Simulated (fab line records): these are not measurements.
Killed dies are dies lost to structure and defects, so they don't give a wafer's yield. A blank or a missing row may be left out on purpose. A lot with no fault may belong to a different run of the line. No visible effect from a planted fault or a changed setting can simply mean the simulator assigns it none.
fab line records	flow nandHarc	part 1 of 2: steps 1 to 20 of 32
record lots=5	wafers=15	lastDay=31
route steps=1302 shown A_SGD_CUT@903 A_SLIT@922
lots untouched by any fault: they come from a run of this same line in which no faults occurred
startH: hours from the record's first day to the start of the lot's first wafer shown	waitH: time in hours since the lot's previous step	" the same as in the row above	L1.1+2: one row covering several wafers at once	- no value, or no start was given	* or withheld: withheld	< > ~ a bound
route shown NAME@n: a module of which the file shows steps, and the number in the route of the first	usual: mean and standard deviation over wafers with no fault	same: alike in all rows	chamber/n: place in a boat	sites: the reading at each site	_std_site: their standard deviation	_edge_site: the outer-site mean with the inner-site mean subtracted	radiusMm: how far each site lies from the wafer's centre	mask NAME#n: copy n	behind: the last tool/chamber to shape the wafer	hold: the reason the lot was held/the length of the hold in hours/how it ended	device: names the non-switching transistor (n, p or np)	end of line: tests of these same wafers at the route's end	for a step that has no rows: nothing shown but its recipe	killed: count of dies lost to structure and defects at first sort (not the wafer's yield)	map: per-die view of a wafer (x killed, . not killed, _ where there is no die)
set.NAME: the setting the step ran with; set.NAME@STEP: the setting that earlier step ran with	model.NAME: the simulator's own value behind a step, which no gauge read
a table for each step, a row for each wafer; lots at some steps of the route
services: when a tool's chamber went out of use (startH, in hours from the record's first day, below 0 if earlier), for how many hours, and the reason
## steps
# step NHARC_A_SGD_CUT_INSPECT_11
# usual rawDefectCount=57/29
lot.wafer	tool	chamber	startH	waitH	rawDefectCount
L074.1	defectInspect-02	-	448.39	0.0	116
L074.2	"	-	"	"	115
L074.6	"	-	"	"	115
L080.4	defectInspect-01	-	497.41	0.0	79
L080.5	"	-	"	"	68
L080.6	"	-	"	"	80
L081.2	defectInspect-01	-	502.54	0.0	29
L081.4	"	-	"	"	29
L081.6	"	-	"	"	23
L088.1	defectInspect-01	-	579.99	0.0	13
L088.2	"	-	"	"	15
L088.5	"	-	"	"	15
L092.3	defectInspect-01	-	608.12	0.0	71
L092.4	"	-	"	"	84
L092.5	"	-	"	"	95
# step NHARC_A_SGD_CUT_DESCUM_14
# recipe timeS=3	o2FlowSccm=200	arFlowSccm=0	biasPowerW=0	chemistry=O2
# usual drypumpMotorCurrentA=5.9/0.37	oesProductAu=1.002/0.014	rfVppV=57.7/0.8	showerheadPlenumPTorr=1.93/0.088	throttleValvePct=11.312/0.009
lot.wafer	tool	chamber	startH	waitH	drypumpMotorCurrentA	oesProductAu	rfHoursCounterH	rfVppV	showerheadPlenumPTorr	throttleValvePct
L074.2	rieDiel-07	2	448.45	0.1	5.7	1.018	14	56.4	1.78	11.297
L074.1	"	1	"	"	6.4	1.005	13	57.6	1.92	11.316
L074.6	"	2	"	"	5.7	1.009	-	56.8	1.78	11.315
L080.4	rieDiel-10	2	497.47	0.1	5.6	0.991	4	58.3	2.03	11.305
L080.5	"	1	"	"	5.9	1.002	-	57.9	1.86	11.311
L080.6	"	2	"	"	5.6	0.995	-	57.5	2.03	11.301
L081.4	rieDiel-10	2	502.60	0.1	5.6	0.994	5	56.7	2.03	11.300
L081.2	"	3	"	"	6.2	0.998	4	56.9	1.84	11.301
L081.6	"	2	"	"	5.6	0.988	-	58.7	2.03	11.313
L088.2	rieDiel-10	3	580.05	0.1	6.2	0.974	9	56.4	1.84	11.320
L088.1	"	1	"	"	5.9	1.012	9	58.4	1.86	11.293
L088.5	"	3	"	"	6.2	0.978	-	56.7	1.84	11.316
L092.3	rieDiel-04	2	608.19	0.1	6.5	1.006	4	57.6	1.86	11.302
L092.4	"	3	"	"	6.0	1.009	5	58.8	2.04	11.317
L092.5	"	1	"	"	5.2	1.025	-	58.0	1.89	11.317
# step NHARC_A_SGD_CUT_ETCH_58
# recipe targetDepthA=390	overEtchFrac=0.3	timeS=65	ionEnergyEv=80	cf4FlowSccm=150	arFlowSccm=0	rfW=300	biasW=100	chemistry=CF4
# usual cf4FlowSccm=150.0/0.46	drypumpMotorCurrentA=5.9/0.38	oesProductAu=1.004/0.014	rfVppV=151.4/1.2	showerheadPlenumPTorr=1.78/0.075	throttleValvePct=13.284/0.0092
# same overEtchFrac=0.3
lot.wafer	tool	chamber	startH	waitH	cf4FlowSccm	drypumpMotorCurrentA	oesProductAu	rfHoursCounterH	rfVppV	showerheadPlenumPTorr	throttleValvePct
L074.1	rieDiel-07	3	448.54	0.1	150.5	6.1	0.996	13	150.8	1.80	13.283
L074.2	"	1	"	"	149.7	6.4	1.002	13	150.5	1.78	13.266
L074.6	"	3	"	"	149.9	6.1	0.986	-	151.6	1.80	13.275
L080.4	rieDiel-10	2	497.56	0.1	149.9	5.6	0.990	4	152.5	1.87	13.286
L080.6	"	0	"	"	149.5	5.4	1.026	-	152.8	1.86	13.271
L080.5	"	1	"	"	150.0	5.9	1.003	-	150.9	1.72	13.278
L081.4	rieDiel-10	0	502.69	0.1	149.6	5.5	1.022	4	153.3	1.86	13.277
L081.2	"	2	"	"	149.8	5.6	0.990	5	152.6	1.87	13.286
L081.6	"	0	"	"	149.6	5.5	1.021	-	152.3	1.86	13.276
L088.2	rieDiel-10	2	580.29	0.2	149.9	5.6	0.984	9	153.5	1.87	13.284
L088.1	"	3	"	"	150.5	6.2	0.980	9	151.9	1.70	13.291
L088.5	"	1	"	"	150.6	5.9	1.000	-	150.7	1.72	13.287
L092.3	rieDiel-04	1	608.29	0.1	149.2	5.2	1.019	4	150.8	1.75	13.287
L092.4	"	2	"	"	150.0	6.5	0.993	-	150.6	1.72	13.293
L092.5	"	3	"	"	150.2	5.9	1.006	-	153.8	1.88	13.300
# step NHARC_A_SGD_CUT_ETCH_59
# recipe targetDepthA=2600	overEtchFrac=0.25	timeS=406.25	ionEnergyEv=200	n2FlowSccm=150	h2FlowSccm=150	arFlowSccm=0	rfW=400	biasW=150	chemistry=N2/H2
# usual drypumpMotorCurrentA=5.9/0.37	oesProductAu=1.003/0.013	rfVppV=431.1/2.6	showerheadPlenumPTorr=2.06/0.095	throttleValvePct=14.172/0.0096
# same overEtchFrac=0.25
lot.wafer	tool	chamber	startH	waitH	drypumpMotorCurrentA	oesProductAu	rfHoursCounterH	rfVppV	showerheadPlenumPTorr	throttleValvePct
L074.2	rieDiel-07	1	-	-	6.4	1.002	13	430.7	2.05	14.181
L074.1	"	0	"	"	6.2	0.993	13	434.1	2.18	14.168
L074.6	"	1	"	"	6.4	1.000	-	431.7	2.05	14.176
L080.4	rieDiel-10	1	-	-	5.9	1.006	4	429.7	1.98	14.155
L080.6	"	2	"	"	5.6	1.000	-	433.8	2.17	14.165
L080.5	"	3	"	"	6.2	1.001	-	428.6	1.96	14.179
L081.4	rieDiel-10	0	-	-	5.5	1.019	4	434.1	2.15	14.178
L081.2	"	2	"	"	5.6	0.989	5	433.9	2.17	14.170
L081.6	"	3	"	"	6.2	0.991	-	427.9	1.96	14.183
L088.1	rieDiel-10	0	-	-	5.5	1.014	9	433.9	2.15	14.174
L088.2	"	1	"	"	5.9	1.000	9	428.8	1.98	14.167
L088.5	"	3	"	"	6.2	0.986	-	427.8	1.96	14.159
L092.3	rieDiel-04	1	-	-	5.2	1.028	4	430.1	2.01	14.167
L092.4	"	1	"	"	5.2	1.022	-	428.7	2.01	14.178
L092.5	"	2	"	"	6.5	1.009	-	429.8	1.98	14.172
# step NHARC_A_SGD_CUT_ETCH_15
# recipe targetDepthA=750	timeS=64.3	ch3fFlowSccm=50	o2FlowSccm=30	arFlowSccm=200	rfW=500	biasW=100	chemistry=CH3F/O2
# usual drypumpMotorCurrentA=5.9/0.38	oesProductAu=0.963/0.025	rfVppV=264.3/1.8	showerheadPlenumPTorr=2.49/0.11	throttleValvePct=20.661/0.0088
lot.wafer	tool	chamber	startH	waitH	drypumpMotorCurrentA	oesProductAu	rfHoursCounterH	rfVppV	showerheadPlenumPTorr	throttleValvePct
L074.2	rieDiel-07	2	-	-	5.7	0.985	14	262.4	2.29	20.668
L074.1	"	3	"	"	6.1	0.952	13	263.7	2.51	20.652
L074.6	"	1	"	"	6.4	0.986	-	264.1	2.47	20.654
L080.4	rieDiel-10	2	-	-	5.6	0.944	4	266.6	2.60	20.680
L080.6	"	0	"	"	5.5	0.989	-	265.1	2.58	20.663
L080.5	"	1	"	"	5.9	0.962	-	262.9	2.39	20.676
L081.2	rieDiel-10	1	-	-	5.9	0.919	5	263.1	2.39	20.656
L081.4	"	0	"	"	5.5	0.950	4	265.3	2.58	20.656
L081.6	"	2	"	"	5.6	0.905	-	267.4	2.60	20.666
L088.1	rieDiel-10	3	-	-	6.2	0.935	9	262.5	2.36	20.658
L088.2	"	2	"	"	5.6	0.944	9	265.7	2.60	20.657
L088.5	"	0	"	"	5.5	0.954	-	265.0	2.58	20.650
L092.3	rieDiel-04	1	-	-	5.2	0.983	4	265.0	2.43	20.653
L092.4	"	1	"	"	5.2	0.983	-	263.6	2.43	20.678
L092.5	"	2	"	"	6.5	0.970	-	261.7	2.39	20.669
# step NHARC_A_SGD_CUT_ETCH_16
# recipe targetDepthA=3105	timeS=155.2	c4f8FlowSccm=withheld	o2FlowSccm=8	arFlowSccm=withheld	rfW=600	biasW=800	chemistry=C4F8/O2/Ar
# usual oesProductAu=0.971/0.02	rfVppV=724/4.4
lot.wafer	tool	chamber	startH	waitH	oesProductAu	rfHoursCounterH	rfVppV
L074.1	rieDiel-07	0	-	-	0.976	13	730
L074.2	"	1	"	"	0.976	13	724
L074.6	"	1	"	"	0.984	-	723
L080.4	rieDiel-10	3	-	-	0.974	4	719
L080.5	"	2	"	"	0.961	-	729
L080.6	"	3	"	"	0.981	-	719
L081.4	rieDiel-10	1	-	-	0.951	5	719
L081.2	"	2	"	"	0.940	5	730
L081.6	"	1	"	"	0.965	-	721
L088.2	rieDiel-10	1	-	-	0.972	9	721
L088.1	"	2	"	"	0.959	9	729
L088.5	"	2	"	"	0.959	-	730
L092.3	rieDiel-04	3	-	-	0.989	5	731
L092.4	"	1	"	"	1.000	-	723
L092.5	"	2	"	"	0.978	-	721
# step NHARC_A_SGD_CUT_STRIP_60
# recipe c4f8FlowSccm=withheld	o2FlowSccm=8	arFlowSccm=withheld	biasW=0	chemistry=C4F8/O2/Ar
lot.wafer	tool	chamber	startH	waitH
L074.1+2+6	rieDiel-07	0,3,0	-	-
L080.4+6+5	rieDiel-10	3,3,0	-	-
L081.4+2+6	rieDiel-10	0,1,0	-	-
L088.2+1+5	rieDiel-10	2,0,2	-	-
L092.3+5+4	rieDiel-04	1,2,3	-	-
# step NHARC_A_SGD_CUT_STRIP_17
# recipe o2FlowSccm=500	arFlowSccm=0	biasW=0	chemistry=O2
# usual drypumpMotorCurrentA=5.9/0.37	oesProductAu=1.003/0.013	rfVppV=57.9/1.1	showerheadPlenumPTorr=3.57/0.15	throttleValvePct=17.037/0.0093
lot.wafer	tool	chamber	startH	waitH	drypumpMotorCurrentA	oesProductAu	rfHoursCounterH	rfVppV	showerheadPlenumPTorr	throttleValvePct
L074.1	rieDiel-07	3	-	-	6.1	0.993	14	57.0	3.59	17.043
L074.2	"	1	"	"	6.4	1.008	13	57.8	3.54	17.049
L074.6	"	3	"	"	6.1	0.985	-	59.2	3.59	17.048
L080.4	rieDiel-10	0	-	-	5.5	1.028	4	59.6	3.70	17.039
L080.6	"	0	"	"	5.5	1.020	-	58.7	3.70	17.037
L080.5	"	1	"	"	5.9	1.005	-	56.6	3.43	17.037
L081.4	rieDiel-10	0	-	-	5.5	1.025	4	58.2	3.70	17.027
L081.2	"	1	"	"	5.9	1.009	5	58.5	3.43	17.058
L081.6	"	3	"	"	6.2	1.000	-	57.8	3.40	17.044
L088.2	rieDiel-10	2	-	-	5.6	0.984	9	59.5	3.72	17.028
L088.1	"	0	"	"	5.5	1.024	10	59.2	3.70	17.034
L088.5	"	2	"	"	5.6	0.993	-	57.9	3.72	17.052
L092.3	rieDiel-04	2	-	-	6.5	1.016	5	58.2	3.43	17.044
L092.5	"	2	"	"	6.5	1.003	-	56.9	3.43	17.035
L092.4	"	3	"	"	5.9	1.016	-	58.7	3.75	17.028
# step NHARC_A_SGD_CUT_PRECLEAN_18
# recipe timeS=*	tempC=50	bathAgeMin=0	chemistry=SC1
lot.wafer	tool	chamber	startH	waitH
L074.6+1+2	wetBench-09	2,5,7	449.42	-
L080.4+6+5	wetBench-09	6,7,0	498.44	-
L081.2+4+6	wetBench-04	2,3,5	503.57	-
L088.1+2+5	wetBench-09	0,2,4	581.22	-
L092.4+3+5	wetBench-04	7,0,1	609.32	-
# step NHARC_A_SGD_CUT_SRD_19
lot.wafer	tool	chamber	startH	waitH
L074.6+1+2	wetBench-09	2,5,7	-	-
L080.4+6+5	wetBench-09	6,7,0	-	-
L081.2+4+6	wetBench-04	2,3,5	-	-
L088.1+2+5	wetBench-09	0,2,4	-	-
L092.4+3+5	wetBench-04	7,0,1	-	-
# step NHARC_A_SGD_CUT_DEP_20
# recipe targetThkA=1500	tempC=65	material=SiO2
lot.wafer	tool	chamber	startH	waitH
L074.1+2+6	fcvd-01	1,0,1	449.57	-
L080.4+6+5	fcvd-02	0,1,0	498.66	-
L081.2+4+6	fcvd-01	0,1,0	503.72	-
L088.2+1+5	fcvd-01	0,1,0	581.37	-
L092.3+4+5	fcvd-02	1,0,0	609.50	-
# step NHARC_A_SGD_CUT_ANNEAL_27
# recipe tempC=450	timeS=1800
# usual spikeTcBottomC=474.8/1.1
lot.wafer	tool	chamber	startH	waitH	spikeTcBottomC
L074.1	furnace-03	0	453.61	4.0	475.3
L074.2	"	0	"	"	474.7
L074.6	"	0	"	"	475.8
L080.4	furnace-02	0	501.91	3.2	474.3
L080.5	"	0	"	"	473.8
L080.6	"	0	"	"	473.4
L081.2	furnace-05	0	507.29	3.5	475.1
L081.4	"	0	"	"	473.1
L081.6	"	0	"	"	474.9
L088.1	furnace-03	0	585.74	4.3	475.4
L088.2	"	0	"	"	475.3
L088.5	"	0	"	"	475.2
L092.3	furnace-02	0	613.14	3.6	473.4
L092.4	"	0	"	"	472.8
L092.5	"	0	"	"	474.9
# step NHARC_A_SGD_CUT_CMP_21
# recipe targetThkNm=148.19
# usual edgeZonePressureFrac=0.999/0.0054	motorCurrentA=11.7/0.98	timeToEndpointS=50/3.3
lot.wafer	tool	chamber	startH	waitH	edgeZonePressureFrac	motorCurrentA	timeToEndpointS
L074.2	cmp-03	1	455.08	0.4	0.997	13.1	57
L074.1	"	2	"	"	1.009	12.1	48
L074.6	"	0	"	"	1.005	10.8	50
L080.4	cmp-02	1	503.37	0.4	0.994	10.4	55
L080.6	"	1	"	"	1.000	10.2	56
L080.5	"	2	"	"	1.008	13.3	53
L081.4	cmp-04	1	508.77	0.4	1.001	12.3	50
L081.2	"	2	"	"	0.992	10.4	46
L081.6	"	0	"	"	1.002	12.4	53
L088.2	cmp-03	0	587.19	0.4	1.006	9.9	46
L088.1	"	2	"	"	0.991	12.0	47
L088.5	"	0	"	"	1.008	10.3	44
L092.3	cmp-02	3	614.59	0.4	0.997	12.3	51
L092.4	"	0	"	"	1.005	10.5	53
L092.5	"	2	"	"	1.001	12.9	54
# step NHARC_A_SGD_CUT_THK_MEAS_22
# recipe thkMeasGauge=ellipsometry
# usual thkNm=148.2/1.4
lot.wafer	tool	chamber	startH	waitH	thkNm
L074.1	filmMetro-02	-	455.31	0.2	147.1
L074.2	"	-	"	"	147.8
L074.6	"	-	"	"	147.8
L080.4	filmMetro-01	-	503.62	0.2	148.8
L080.5	"	-	"	"	149.2
L080.6	"	-	"	"	146.0
L081.2	filmMetro-02	-	508.98	0.2	149.9
L081.4	"	-	"	"	148.5
L081.6	"	-	"	"	147.6
L088.1	filmMetro-01	-	587.42	0.2	148.3
L088.2	"	-	"	"	147.2
L088.5	"	-	"	"	150.6
L092.3	filmMetro-01	-	614.83	0.2	148.7
L092.4	"	-	"	"	148.9
L092.5	"	-	"	"	151.4
# step NHARC_A_SGD_CUT_SRD_23
lot.wafer	tool	chamber	startH	waitH
L074.6+1+2	wetBench-09	5,6,0	455.35	0.0
L080.5+6+4	wetBench-09	3,7,0	503.66	0.0
L081.6+4+2	wetBench-04	2,4,5	509.02	0.0
L088.5+1+2	wetBench-03	1,3,4	587.47	0.0
L092.5+4+3	wetBench-03	1,2,4	614.87	0.0
# step NHARC_A_SGD_CUT_ETCH_26
# recipe targetDepthA=458	chemistry=dHF	material=SiO2
lot.wafer	tool	chamber	startH	waitH
L074.6+1+2	wetBench-09	5,6,0	455.38	0.0
L080.5+6+4	wetBench-09	3,7,0	503.69	0.0
L081.6+4+2	wetBench-04	2,4,5	509.05	0.0
L088.5+1+2	wetBench-03	1,3,4	587.50	0.0
L092.5+4+3	wetBench-03	1,2,4	614.90	0.0
# step NHARC_A_SGD_CUT_ETCHBACK_24
# recipe targetDepthA=500	overEtchFrac=0.3	timeS=92.857	ionEnergyEv=120	ch3fFlowSccm=50	o2FlowSccm=30	arFlowSccm=200	rfW=500	biasW=100	chemistry=CH3F/O2
# usual drypumpMotorCurrentA=6.0/0.44	oesProductAu=0.98/0.036	rfVppV=244.7/1.7	showerheadPlenumPTorr=2.49/0.11	throttleValvePct=20.664/0.009
# same overEtchFrac=0.3
lot.wafer	tool	chamber	startH	waitH	drypumpMotorCurrentA	oesProductAu	rfHoursCounterH	rfVppV	showerheadPlenumPTorr	throttleValvePct
L074.2	rieDiel-04	1	455.56	0.2	5.2	1.01	6	244.6	2.43	20.649
L074.1	"	2	"	"	6.5	1.02	5	242.6	2.39	20.674
L074.6	"	3	"	"	6.0	1.04	-	246.4	2.62	20.650
L080.4	rieDiel-04	2	503.84	0.1	6.5	1.03	7	244.6	2.39	20.656
L080.5	"	2	"	"	6.5	1.02	-	243.9	2.39	20.648
L080.6	"	3	"	"	5.9	1.03	-	247.6	2.62	20.656
L081.2	rieDiel-04	1	509.20	0.1	5.2	1.01	8	245.4	2.43	20.664
L081.4	"	3	"	"	6.0	1.02	7	247.8	2.62	20.669
L081.6	"	2	"	"	6.5	1.03	-	243.7	2.39	20.644
L088.1	rieDiel-10	3	587.65	0.1	6.2	0.91	10	243.2	2.36	20.656
L088.2	"	0	"	"	5.5	0.94	10	245.9	2.58	20.669
L088.5	"	3	"	"	6.2	0.92	-	244.3	2.36	20.681
L092.4	rieDiel-07	3	615.06	0.2	6.1	0.99	13	245.5	2.50	20.655
L092.3	"	1	"	"	6.4	1.01	13	243.9	2.46	20.681
L092.5	"	3	"	"	6.1	1.00	-	244.1	2.50	20.662
# step NHARC_A_SGD_CUT_STRIP_28
# recipe timeS=20	o2FlowSccm=500	arFlowSccm=0	biasW=0	chemistry=O2
# usual drypumpMotorCurrentA=6.0/0.44	oesProductAu=1.005/0.013	rfVppV=57.9/0.9	showerheadPlenumPTorr=3.57/0.14	throttleValvePct=17.036/0.0095
lot.wafer	tool	chamber	startH	waitH	drypumpMotorCurrentA	oesProductAu	rfHoursCounterH	rfVppV	showerheadPlenumPTorr	throttleValvePct
L074.1	rieDiel-04	0	-	-	6.5	0.995	5	57.5	3.70	17.025
L074.2	"	2	"	"	6.5	1.010	5	57.0	3.44	17.023
L074.6	"	0	"	"	6.4	1.001	-	58.3	3.70	17.052
L080.4	rieDiel-04	0	-	-	6.5	1.001	7	58.5	3.70	17.029
L080.5	"	1	"	"	5.2	1.019	-	56.7	3.49	17.055
L080.6	"	2	"	"	6.5	1.024	-	56.2	3.44	17.034
L081.2	rieDiel-04	1	-	-	5.2	1.003	8	59.6	3.49	17.033
L081.4	"	3	"	"	6.0	1.024	7	59.5	3.75	17.048
L081.6	"	2	"	"	6.5	1.013	-	55.6	3.44	17.041
L088.2	rieDiel-10	2	-	-	5.6	1.000	10	58.2	3.72	17.035
L088.1	"	3	"	"	6.2	0.987	10	57.3	3.40	17.036
L088.5	"	2	"	"	5.6	0.994	-	57.4	3.72	17.051
L092.3	rieDiel-07	2	-	-	5.7	1.014	12	56.7	3.29	17.049
L092.4	"	0	"	"	6.1	1.003	14	59.6	3.73	17.036
L092.5	"	2	"	"	5.7	1.018	-	56.6	3.29	17.032
# step NHARC_A_SGD_CUT_INSPECT_25
# usual rawDefectCount=378/73
lot.wafer	tool	chamber	startH	waitH	rawDefectCount
L074.1	defectInspect-01	-	455.77	-	361
L074.2	"	-	"	"	326
L074.6	"	-	"	"	368
L080.4	defectInspect-02	-	504.09	-	563
L080.5	"	-	"	"	399
L080.6	"	-	"	"	444
L081.2	defectInspect-01	-	509.45	-	257
L081.4	"	-	"	"	316
L081.6	"	-	"	"	230
L088.1	defectInspect-01	-	587.89	-	266
L088.2	"	-	"	"	268
L088.5	"	-	"	"	232
L092.3	defectInspect-02	-	615.29	-	349
L092.4	"	-	"	"	393
L092.5	"	-	"	"	480
# step NHARC_A_SLIT_DEP_25
# recipe targetThkA=2000	tempC=400	pressureTorr=6.5	rfW=900	teosFlowSccm=161.4	flowSccm=2650	targetThkNm=200	gas=O2	material=SiO2
# usual heaterPowerW=590/71	mfcPrecursorSccm=161.4/0.5	throttleValvePct=16.1/0.41
lot.wafer	tool	chamber	startH	waitH	heaterPowerW	mfcPrecursorSccm	throttleValvePct
L074.1	pecvd-01	2	455.84	0.1	676	162.1	16.1
L074.2	"	1	"	"	629	161.1	15.6
L074.6	"	0	"	"	670	161.2	16.1
L080.4	pecvd-03	2	504.79	0.7	656	161.7	16.1
L080.5	"	1	"	"	656	161.4	16.5
L080.6	"	2	"	"	658	161.2	16.1
L081.2	pecvd-01	0	509.59	0.1	573	161.4	16.3
L081.6	"	1	"	"	557	162.1	16.1
L081.4	"	2	"	"	637	161.2	16.1
L088.2	pecvd-03	0	587.96	0.1	689	161.7	16.3
L088.1	"	2	"	"	575	161.2	15.2
L088.5	"	2	"	"	588	160.9	15.1
L092.3	pecvd-03	2	615.61	0.3	608	161.2	15.4
L092.5	"	0	"	"	569	161.1	16.4
L092.4	"	1	"	"	659	161.8	16.6
